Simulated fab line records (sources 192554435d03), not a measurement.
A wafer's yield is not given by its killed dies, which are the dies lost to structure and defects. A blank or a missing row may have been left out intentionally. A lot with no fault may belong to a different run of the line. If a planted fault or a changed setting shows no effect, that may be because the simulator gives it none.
Lot-split experiment | flow n5_finfet | 7 lots, 39 wafers read, on a route of 1938 steps

## SPLIT DETAILS
At N5_FIN_SAQP_HM_DEP_03 (deposits SiNx from SiH4/NH3/N2, target thk 38 nm, time 33.6 s), the setting time_s was moved away from the recipe's 33.6 s on 15 of the 39 wafers read, by +31.8% to +59.3%. For the rest of the wafers, this setting stayed at what the recipe calls for.

## FROM THE SPLIT TO THE READING: what the file shows between them, 4 steps
- N5_FIN_SAQP_THK_MEAS_05
- N5_FIN_SAQP_PECVD_47: deposits a-Si from SiH4/He, target thk 45 nm, time 36.3 s
- N5_FIN_SAQP_PECVD_48: deposits SiNx from SiH4/NH3/N2, target thk 25 nm, time 22.1 s
- N5_FIN_SAQP_MANDREL2_REMOVE_60: chemistry HBr/Cl2/O2, target a-Si, stops on SiNx, bt time 10 s

## THE READING
etch.depth_nm (the simulator's own value, which no gauge read), in nm, at N5_FIN_SAQP_HM_OPEN_33 (chemistry CH3F/O2, target SiNx, target depth 49.4 nm, time 70.6 s). No usual value for it is given in the file. Here, 24 wafers ran the recipe; their average is 37.41 nm with a standard deviation of 0.72 nm.

wafer  | tool, chamber at the split | time_s as run, s | against the recipe | etch.depth_nm, nm | against lot-mates on the recipe
L074.1 | pecvd-03, 0                | 44.3             | +31.8%             | 49.05             | +11.85
L074.2 | pecvd-03, 2                | 33.6             | recipe             | 36.22             | -
L074.3 | pecvd-03, 1                | 44.3             | +31.8%             | 49.44             | +12.24
L074.4 | pecvd-03, 0                | 33.6             | recipe             | 37.71             | -
L074.5 | pecvd-03, 2                | 44.3             | +31.8%             | 49.01             | +11.81
L074.6 | pecvd-03, 1                | 33.6             | recipe             | 37.67             | -
L079.1 | pecvd-01, 1                | 33.6             | recipe             | 36.89             | -
L079.2 | pecvd-01, 0                | 33.6             | recipe             | 36.17             | -
L079.4 | pecvd-01, 1                | 33.6             | recipe             | 37.56             | -
L082.1 | pecvd-02, 2                | 33.6             | recipe             | 37.6              | -
L082.2 | pecvd-02, 1                | 33.6             | recipe             | 37.37             | -
L082.3 | pecvd-02, 0                | 53.54            | +59.3%             | 58.88             | +21.28
L082.4 | pecvd-02, 0                | 53.54            | +59.3%             | 59.01             | +21.41
L082.5 | pecvd-02, 2                | 53.54            | +59.3%             | 60.59             | +22.99
L082.6 | pecvd-02, 1                | 33.6             | recipe             | 37.83             | -
L085.1 | pecvd-01, 1                | 33.6             | recipe             | 36.78             | -
L085.2 | pecvd-01, 0                | 52.42            | +56.0%             | 57.44             | +20.45
L085.3 | pecvd-01, 1                | 52.42            | +56.0%             | 58.57             | +21.58
L085.4 | pecvd-01, 0                | 52.42            | +56.0%             | 58.2              | +21.21
L085.5 | pecvd-01, 0                | 33.6             | recipe             | 36.77             | -
L085.6 | pecvd-01, 1                | 33.6             | recipe             | 37.43             | -
L087.1 | pecvd-02, 1                | 33.6             | recipe             | 37.28             | -
L087.2 | pecvd-02, 0                | 33.6             | recipe             | 35.92             | -
L087.3 | pecvd-02, 2                | 33.6             | recipe             | 37.98             | -
L087.4 | pecvd-02, 2                | 33.6             | recipe             | 38.5              | -
L087.5 | pecvd-02, 0                | 33.6             | recipe             | 37.45             | -
L087.6 | pecvd-02, 1                | 33.6             | recipe             | 37.61             | -
L096.1 | pecvd-02, 1                | 47.83            | +42.4%             | 53.06             | +14.60
L096.2 | pecvd-02, 0                | 47.83            | +42.4%             | 52.88             | +14.42
L096.3 | pecvd-02, 2                | 33.6             | recipe             | 38.55             | -
L096.4 | pecvd-02, 1                | 33.6             | recipe             | 38.57             | -
L096.5 | pecvd-02, 2                | 33.6             | recipe             | 38.25             | -
L096.6 | pecvd-02, 0                | 47.83            | +42.4%             | 53.35             | +14.89
L097.1 | pecvd-01, 2                | 33.6             | recipe             | 37.08             | -
L097.2 | pecvd-01, 0                | 33.6             | recipe             | 36.77             | -
L097.3 | pecvd-01, 1                | 47.18            | +40.4%             | 52.11             | +14.87
L097.4 | pecvd-01, 0                | 47.18            | +40.4%             | 52.93             | +15.69
L097.5 | pecvd-01, 2                | 47.18            | +40.4%             | 53.38             | +16.14
L097.6 | pecvd-01, 1                | 33.6             | recipe             | 37.87             | -

FIT RESULTS
A straight line over all 39 wafers: etch.depth_nm changes by +0.372 nm for each +1% of time_s; r = +1.00; the points scatter about the line by 0.66 nm.
The same after taking each lot's own level away (the mean of its wafers on the recipe; 39 wafers): +0.37 nm for each +1%; r = +1.00; scatter 0.65 nm.
The reading moves by 22 nm for the largest change in time_s, on that fit.
Measured against the standard deviation above, the lots' own levels, which go from 36.873 to 38.457 nm, span 2.2 times it.
So the lot-to-lot level changes the slope little: the two slopes agree.
Check: with one of the wafers moved furthest among these (+59.3%) left out of the fit, the line predicts +22.1 nm for it against its lot-mates. Against them it came out at +21.3 nm.

## THE WHOLE CHAIN: every reading that the file lists as answering this split, in the file's order
step                    | what it does                                                      | reading                                                                            | change (the file's fit)              | r (the file's)
N5_FIN_SAQP_HM_DEP_03   | deposits SiNx from SiH4/NH3/N2, target thk 38 nm, time 33.6 s     | SiNx_of_FIN_SAQP_HM_DEP_03.thk_nm (the simulator's own value, which no gauge read) | +0.37 nm for each +1% of the setting | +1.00
N5_FIN_SAQP_THK_MEAS_05 |                                                                   | thk_nm                                                                             | withheld for each +1% of the setting | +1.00
N5_FIN_SAQP_HM_OPEN_33  | chemistry CH3F/O2, target SiNx, target depth 49.4 nm, time 70.6 s | etch_rf_on_time_s                                                                  | withheld for each +1% of the setting | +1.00
N5_FIN_SAQP_HM_OPEN_33  | chemistry CH3F/O2, target SiNx, target depth 49.4 nm, time 70.6 s | etch.depth_nm (the simulator's own value, which no gauge read)                     | +0.37 nm for each +1% of the setting | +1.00

## THE FILE'S OWN FIT
etch.depth_nm changes by +0.37 nm for each +1% of time_s, r = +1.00.
